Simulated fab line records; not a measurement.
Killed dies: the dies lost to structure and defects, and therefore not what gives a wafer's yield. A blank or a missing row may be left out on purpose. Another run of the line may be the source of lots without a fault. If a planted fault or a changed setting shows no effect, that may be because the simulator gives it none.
Matching of chambers + flow n5 finfet + N5_BEOL_M9_STRIP_19 on rie diel-03: 4 sister chambers
The step strips in O2. 8 wafers are shown with their chamber, then 9 later ones without.

== EACH WAFER AND ITS CHAMBER ==
| wafer  | chamber | drypump motor current A (A) | showerhead plenum p Torr (Torr) |
|--------|---------|-----------------------------|---------------------------------|
| L074.5 | 2       | 6.1                         | 2.16                            |
| L082.4 | 0       | 4.9                         | 2.01                            |
| L082.5 | 1       | 6.0                         | 2.09                            |
| L084.5 | 0       | 4.9                         | 2.01                            |
| L084.6 | 1       | 6.0                         | 2.09                            |
| L086.1 | 3       | 6.3                         | 2.05                            |
| L086.3 | 2       | 6.2                         | 2.15                            |
| L086.5 | 3       | 6.3                         | 2.05                            |

== WAFERS WITH NO CHAMBER GIVEN ==
| wafer  | drypump motor current A (A) | showerhead plenum p Torr (Torr) |
|--------|-----------------------------|---------------------------------|
| L091.2 | 6.0                         | 2.09                            |
| L091.5 | 6.0                         | 2.09                            |
| L091.6 | 4.9                         | 2.00                            |
| L092.3 | 6.3                         | 2.05                            |
| L092.5 | 6.1                         | 2.15                            |
| L092.6 | 6.3                         | 2.05                            |
| L096.1 | 6.1                         | 2.14                            |
| L096.2 | 6.0                         | 2.08                            |
| L096.5 | 6.1                         | 2.08                            |

== WHICH CHAMBER EACH WENT THROUGH ==
| wafer  | from the rows above | in truth |
|--------|---------------------|----------|
| L091.2 | 1                   | 1        |
| L091.5 | 1                   | 1        |
| L091.6 | 0                   | 0        |
| L092.3 | 3                   | 3        |
| L092.5 | 2                   | 2        |
| L092.6 | 3                   | 3        |
| L096.1 | 2                   | 2        |
| L096.2 | 1                   | 1        |
| L096.5 | 1                   | 1        |
9 of 9 placed correctly. From these rows, 0 cannot be placed. Number placed wrongly: 0.
How it was worked out, from the rows above alone: a wafer's distance from a chamber is the root of the sum, over the readings, of the square of ((its reading less the chamber's mean) divided by the reading's scatter). If the next closest chamber is less than 2 further off than the closest, the wafer can't be placed; otherwise it belongs to the closest. The mean given for a chamber averages the wafers shown for that chamber. The scatter: the root of (the sum of the squares of (reading less its chamber's mean) over the shown wafers, divided by (wafers less chambers)).
